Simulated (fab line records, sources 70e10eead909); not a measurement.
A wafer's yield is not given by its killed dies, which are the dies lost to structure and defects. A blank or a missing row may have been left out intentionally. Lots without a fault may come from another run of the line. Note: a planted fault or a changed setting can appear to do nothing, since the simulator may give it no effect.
The tool behind it: which one? :: flow nand-harc :: 72 wafers from 24 lots sampled at 2 of the route's 1302 steps

WHAT THE GAUGES SHOWED, per wafer
NHARC_P_M0_INSPECT_11. Usual: raw-defect-count 4.7, standard deviation 2.8.
lot: L074
measured: day 6 07:37
on: defect-inspect-02
raw-defect-count: 3 2 4
flag: 

lot: L075
measured: day 6 10:34
on: defect-inspect-02
raw-defect-count: 7 7 8
flag: 

lot: L076
measured: day 6 22:02
on: defect-inspect-02
raw-defect-count: 3 3 1
flag: 

lot: L077
measured: day 7 06:35
on: defect-inspect-01
raw-defect-count: 3 4 3
flag: 

lot: L078
measured: day 7 20:15
on: defect-inspect-02
raw-defect-count: 1 0 3
flag: 

lot: L079
measured: day 8 06:20
on: defect-inspect-01
raw-defect-count: 6 3 0
flag: 

lot: L080
measured: day 8 11:59
on: defect-inspect-01
raw-defect-count: 4 6 7
flag: 

lot: L081
measured: day 9 05:52
on: defect-inspect-02
raw-defect-count: 5 1 3
flag: 

lot: L082
measured: day 9 11:53
on: defect-inspect-02
raw-defect-count: 4 3 3
flag: 

lot: L083
measured: day 9 19:46
on: defect-inspect-02
raw-defect-count: 4 12 3
flag: 

lot: L084
measured: day 10 12:35
on: defect-inspect-02
raw-defect-count: 3 4 4
flag: 

lot: L085
measured: day 10 20:53
on: defect-inspect-02
raw-defect-count: 6 3 6
flag: 

lot: L086
measured: day 11 03:00
on: defect-inspect-02
raw-defect-count: 2 1 4
flag: 

lot: L087
measured: day 11 07:03
on: defect-inspect-02
raw-defect-count: 4 2 7
flag: 

lot: L088
measured: day 12 06:44
on: defect-inspect-01
raw-defect-count: 9 7 10
flag: 

lot: L089
measured: day 12 07:03
on: defect-inspect-01
raw-defect-count: 4 4 6
flag: 

lot: L090
measured: day 13 00:28
on: defect-inspect-02
raw-defect-count: 8 4 2
flag: 

lot: L091
measured: day 13 11:19
on: defect-inspect-02
raw-defect-count: 4 5 6
flag: 

lot: L092
measured: day 13 14:14
on: defect-inspect-02
raw-defect-count: 1 12 3
flag: 

lot: L093
measured: day 14 01:44
on: defect-inspect-02
raw-defect-count: 9 6 10
flag: 

lot: L094
measured: day 14 15:41
on: defect-inspect-02
raw-defect-count: 9 6 9
flag: 

lot: L095
measured: day 14 22:25
on: defect-inspect-02
raw-defect-count: 3 2 5
flag: 

lot: L096
measured: day 15 03:24
on: defect-inspect-01
raw-defect-count: 4 4 4
flag: 

lot: L097
measured: day 15 17:10
on: defect-inspect-01
raw-defect-count: 3 1 4
flag: 

TOOL THAT RAN EACH LOT (tool first, then ch and the chambers of the sampled wafers, then the start)
lot: L074
NHARC_P_CONTACT_ETCH_35: rie-diel-11 ch 0,3, day 6 03:44

lot: L075
NHARC_P_CONTACT_ETCH_35: rie-diel-01 ch 1,2,3, day 6 06:30

lot: L076
NHARC_P_CONTACT_ETCH_35: rie-diel-11 ch 0,1,3, day 6 17:59

lot: L077
NHARC_P_CONTACT_ETCH_35: rie-diel-01 ch 0,2,3, day 7 02:28

lot: L078
NHARC_P_CONTACT_ETCH_35: rie-diel-08 ch 0,1,3, day 7 16:14

lot: L079
NHARC_P_CONTACT_ETCH_35: rie-diel-08 ch 0,2, day 8 02:28

lot: L080
NHARC_P_CONTACT_ETCH_35: rie-diel-11 ch 0,1,3, day 8 08:07

lot: L081
NHARC_P_CONTACT_ETCH_35: rie-diel-11 ch 0,3, day 9 01:58

lot: L082
NHARC_P_CONTACT_ETCH_35: rie-diel-01 ch 0,1,2, day 9 07:53

lot: L083
NHARC_P_CONTACT_ETCH_35: rie-diel-08 ch 0,1,3, day 9 15:46

lot: L084
NHARC_P_CONTACT_ETCH_35: rie-diel-08 ch 1,2,3, day 10 08:33

lot: L085
NHARC_P_CONTACT_ETCH_35: rie-diel-08 ch 0,1,2, day 10 16:52

lot: L086
NHARC_P_CONTACT_ETCH_35: rie-diel-08 ch 0,1,2, day 10 22:56

lot: L087
NHARC_P_CONTACT_ETCH_35: rie-diel-11 ch 0,2, day 11 02:50

lot: L088
NHARC_P_CONTACT_ETCH_35: rie-diel-11 ch 0,2,3, day 12 02:37

lot: L089
NHARC_P_CONTACT_ETCH_35: rie-diel-08 ch 1,3, day 12 03:01

lot: L090
NHARC_P_CONTACT_ETCH_35: rie-diel-11 ch 0,1,3, day 12 20:20

lot: L091
NHARC_P_CONTACT_ETCH_35: rie-diel-11 ch 1,2, day 13 07:23

lot: L092
NHARC_P_CONTACT_ETCH_35: rie-diel-01 ch 0,1,2, day 13 10:10

lot: L093
NHARC_P_CONTACT_ETCH_35: rie-diel-08 ch 1,3, day 13 21:50

lot: L094
NHARC_P_CONTACT_ETCH_35: rie-diel-08 ch 0,2,3, day 14 11:26

lot: L095
NHARC_P_CONTACT_ETCH_35: rie-diel-11 ch 0,3, day 14 18:16

lot: L096
NHARC_P_CONTACT_ETCH_35: rie-diel-11 ch 1,2,3, day 14 23:24

lot: L097
NHARC_P_CONTACT_ETCH_35: rie-diel-11 ch 0,3, day 15 13:01
- NHARC_P_CONTACT_ETCH_35: etches the open film in CF4, target depth 39 nm, time 65 s.

AS READ BY THE TOOLS THEMSELVES (means over the sampled wafers that have a number; for cases with no such wafer, the mark the record gives instead)
NHARC_P_CONTACT_ETCH_35. Usual: cf4-flow-sccm is 150.0 sccm with standard deviation 0.44, chamber-pressure-mTorr is 50.00 mTorr with standard deviation 0.042, drypump-motor-current-A is 5.8 A with standard deviation 0.46, oes-product-au is 1.000 a.u. with standard deviation 0.0079, rf-vpp-V is 151.0 V with standard deviation 1.5, showerhead-plenum-p-Torr is 1.75 Torr with standard deviation 0.095, and throttle-valve-pct is 13.284 % with standard deviation 0.0097.
lot: L074
tool: rie-diel-11
cf4-flow-sccm (sccm): 150.3
chamber-pressure-mTorr (mTorr): 49.96
drypump-motor-current-A (A): 5.7
oes-product-au (a.u.): 0.982
rf-vpp-V (V): 151.8
showerhead-plenum-p-Torr (Torr): 1.76
throttle-valve-pct (%): 13.288
flag: 

lot: L075
tool: rie-diel-01
cf4-flow-sccm (sccm): 150.6
chamber-pressure-mTorr (mTorr): 50.00
drypump-motor-current-A (A): 5.8
oes-product-au (a.u.): 0.998
rf-vpp-V (V): 152.1
showerhead-plenum-p-Torr (Torr): 1.85
throttle-valve-pct (%): 13.280
flag: 

lot: L076
tool: rie-diel-11
cf4-flow-sccm (sccm): 150.1
chamber-pressure-mTorr (mTorr): 50.02
drypump-motor-current-A (A): 5.5
oes-product-au (a.u.): 0.997
rf-vpp-V (V): 151.9
showerhead-plenum-p-Torr (Torr): 1.82
throttle-valve-pct (%): 13.289
flag: 

lot: L077
tool: rie-diel-01
cf4-flow-sccm (sccm): 150.2
chamber-pressure-mTorr (mTorr): 49.99
drypump-motor-current-A (A): 5.5
oes-product-au (a.u.): 1.002
rf-vpp-V (V): 151.3
showerhead-plenum-p-Torr (Torr): 1.82
throttle-valve-pct (%): 13.284
flag: 

lot: L078
tool: rie-diel-08
cf4-flow-sccm (sccm): 150.0
chamber-pressure-mTorr (mTorr): 49.99
drypump-motor-current-A (A): 6.0
oes-product-au (a.u.): 1.006
rf-vpp-V (V): 149.6
showerhead-plenum-p-Torr (Torr): 1.72
throttle-valve-pct (%): 13.280
flag: 

lot: L079
tool: rie-diel-08
cf4-flow-sccm (sccm): 150.2
chamber-pressure-mTorr (mTorr): 50.02
drypump-motor-current-A (A): 5.9
oes-product-au (a.u.): 1.003
rf-vpp-V (V): 150.0
showerhead-plenum-p-Torr (Torr): 1.71
throttle-valve-pct (%): 13.285
flag: 

lot: L080
tool: rie-diel-11
cf4-flow-sccm (sccm): 149.7
chamber-pressure-mTorr (mTorr): 50.01
drypump-motor-current-A (A): 5.5
oes-product-au (a.u.): 0.996
rf-vpp-V (V): 151.5
showerhead-plenum-p-Torr (Torr): 1.82
throttle-valve-pct (%): 13.281
flag: 

lot: L081
tool: rie-diel-11
cf4-flow-sccm (sccm): 149.6
chamber-pressure-mTorr (mTorr): 49.96
drypump-motor-current-A (A): 5.4
oes-product-au (a.u.): 1.004
rf-vpp-V (V): 152.2
showerhead-plenum-p-Torr (Torr): 1.82
throttle-valve-pct (%): 13.280
flag: 

lot: L082
tool: rie-diel-01
cf4-flow-sccm (sccm): 150.0
chamber-pressure-mTorr (mTorr): 49.98
drypump-motor-current-A (A): 6.2
oes-product-au (a.u.): 0.999
rf-vpp-V (V): 151.8
showerhead-plenum-p-Torr (Torr): 1.82
throttle-valve-pct (%): 13.281
flag: 

lot: L083
tool: rie-diel-08
cf4-flow-sccm (sccm): 149.7
chamber-pressure-mTorr (mTorr): 50.02
drypump-motor-current-A (A): 6.0
oes-product-au (a.u.): 1.000
rf-vpp-V (V): 149.9
showerhead-plenum-p-Torr (Torr): 1.72
throttle-valve-pct (%): 13.280
flag: 

lot: L084
tool: rie-diel-08
cf4-flow-sccm (sccm): 149.7
chamber-pressure-mTorr (mTorr): 49.98
drypump-motor-current-A (A): 6.2
oes-product-au (a.u.): 0.997
rf-vpp-V (V): 149.6
showerhead-plenum-p-Torr (Torr): 1.66
throttle-valve-pct (%): 13.280
flag: 

lot: L085
tool: rie-diel-08
cf4-flow-sccm (sccm): 149.5
chamber-pressure-mTorr (mTorr): 49.96
drypump-motor-current-A (A): 5.8
oes-product-au (a.u.): 1.001
rf-vpp-V (V): 150.7
showerhead-plenum-p-Torr (Torr): 1.71
throttle-valve-pct (%): 13.277
flag: 

lot: L086
tool: rie-diel-08
cf4-flow-sccm (sccm): 149.7
chamber-pressure-mTorr (mTorr): 49.98
drypump-motor-current-A (A): 5.8
oes-product-au (a.u.): 0.996
rf-vpp-V (V): 150.4
showerhead-plenum-p-Torr (Torr): 1.71
throttle-valve-pct (%): 13.288
flag: 

lot: L087
tool: rie-diel-11
cf4-flow-sccm (sccm): 150.0
chamber-pressure-mTorr (mTorr): 49.98
drypump-motor-current-A (A): 5.8
oes-product-au (a.u.): 1.001
rf-vpp-V (V): 150.5
showerhead-plenum-p-Torr (Torr): 1.68
throttle-valve-pct (%): 13.273
flag: 

lot: L088
tool: rie-diel-11
cf4-flow-sccm (sccm): 150.5
chamber-pressure-mTorr (mTorr): 50.00
drypump-motor-current-A (A): 5.6
oes-product-au (a.u.): 0.990
rf-vpp-V (V): 151.3
showerhead-plenum-p-Torr (Torr): 1.75
throttle-valve-pct (%): 13.289
flag: 

lot: L089
tool: rie-diel-08
cf4-flow-sccm (sccm): 150.1
chamber-pressure-mTorr (mTorr): 49.99
drypump-motor-current-A (A): 6.1
oes-product-au (a.u.): 1.002
rf-vpp-V (V): 149.1
showerhead-plenum-p-Torr (Torr): 1.65
throttle-valve-pct (%): 13.296
flag: 

lot: L090
tool: rie-diel-11
cf4-flow-sccm (sccm): 150.0
chamber-pressure-mTorr (mTorr): 50.00
drypump-motor-current-A (A): 5.5
oes-product-au (a.u.): 0.997
rf-vpp-V (V): 151.5
showerhead-plenum-p-Torr (Torr): 1.82
throttle-valve-pct (%): 13.281
flag: 

lot: L091
tool: rie-diel-11
cf4-flow-sccm (sccm): 149.9
chamber-pressure-mTorr (mTorr): 50.01
drypump-motor-current-A (A): 5.5
oes-product-au (a.u.): 0.994
rf-vpp-V (V): 152.0
showerhead-plenum-p-Torr (Torr): 1.81
throttle-valve-pct (%): 13.298
flag: 

lot: L092
tool: rie-diel-01
cf4-flow-sccm (sccm): 150.4
chamber-pressure-mTorr (mTorr): 50.02
drypump-motor-current-A (A): 6.2
oes-product-au (a.u.): 1.014
rf-vpp-V (V): 152.0
showerhead-plenum-p-Torr (Torr): 1.82
throttle-valve-pct (%): 13.281
flag: 

lot: L093
tool: rie-diel-08
cf4-flow-sccm (sccm): 150.0
chamber-pressure-mTorr (mTorr): 49.98
drypump-motor-current-A (A): 6.4
oes-product-au (a.u.): 1.001
rf-vpp-V (V): 150.1
showerhead-plenum-p-Torr (Torr): 1.66
throttle-valve-pct (%): 13.284
flag: 

lot: L094
tool: rie-diel-08
cf4-flow-sccm (sccm): 150.2
chamber-pressure-mTorr (mTorr): 49.98
drypump-motor-current-A (A): 6.1
oes-product-au (a.u.): 1.007
rf-vpp-V (V): 150.0
showerhead-plenum-p-Torr (Torr): 1.71
throttle-valve-pct (%): 13.276
flag: 

lot: L095
tool: rie-diel-11
cf4-flow-sccm (sccm): 149.9
chamber-pressure-mTorr (mTorr): 49.99
drypump-motor-current-A (A): 5.7
oes-product-au (a.u.): 0.999
rf-vpp-V (V): 150.5
showerhead-plenum-p-Torr (Torr): 1.75
throttle-valve-pct (%): 13.289
flag: 

lot: L096
tool: rie-diel-11
cf4-flow-sccm (sccm): 150.3
chamber-pressure-mTorr (mTorr): 50.02
drypump-motor-current-A (A): 5.4
oes-product-au (a.u.): 1.005
rf-vpp-V (V): 151.9
showerhead-plenum-p-Torr (Torr): 1.81
throttle-valve-pct (%): 13.286
flag: 

lot: L097
tool: rie-diel-11
cf4-flow-sccm (sccm): 149.6
chamber-pressure-mTorr (mTorr): 50.04
drypump-motor-current-A (A): 5.4
oes-product-au (a.u.): 0.993
rf-vpp-V (V): 151.6
showerhead-plenum-p-Torr (Torr): 1.82
throttle-valve-pct (%): 13.284
flag: 

THE ANSWER, worked out from the rows above alone
Rule: a lot counts as off when the mean over its wafers that have a number is more than 3 standard deviations away from the usual mean. Also off: a lot with no number at a reading for which 4 or more lots have one. Any other lot the step has rows for is counted as sound. After the gauges, taken in route order, come the tools' own readings; for these a lot's mean is taken, as printed above. The first step at which some lot is off is used, and at that step the reading that is off furthest; a lot without a number counts as furthest.
Nothing can be told from this: no lot is off at any reading shown.

WHAT THE SIMULATOR PUT IN
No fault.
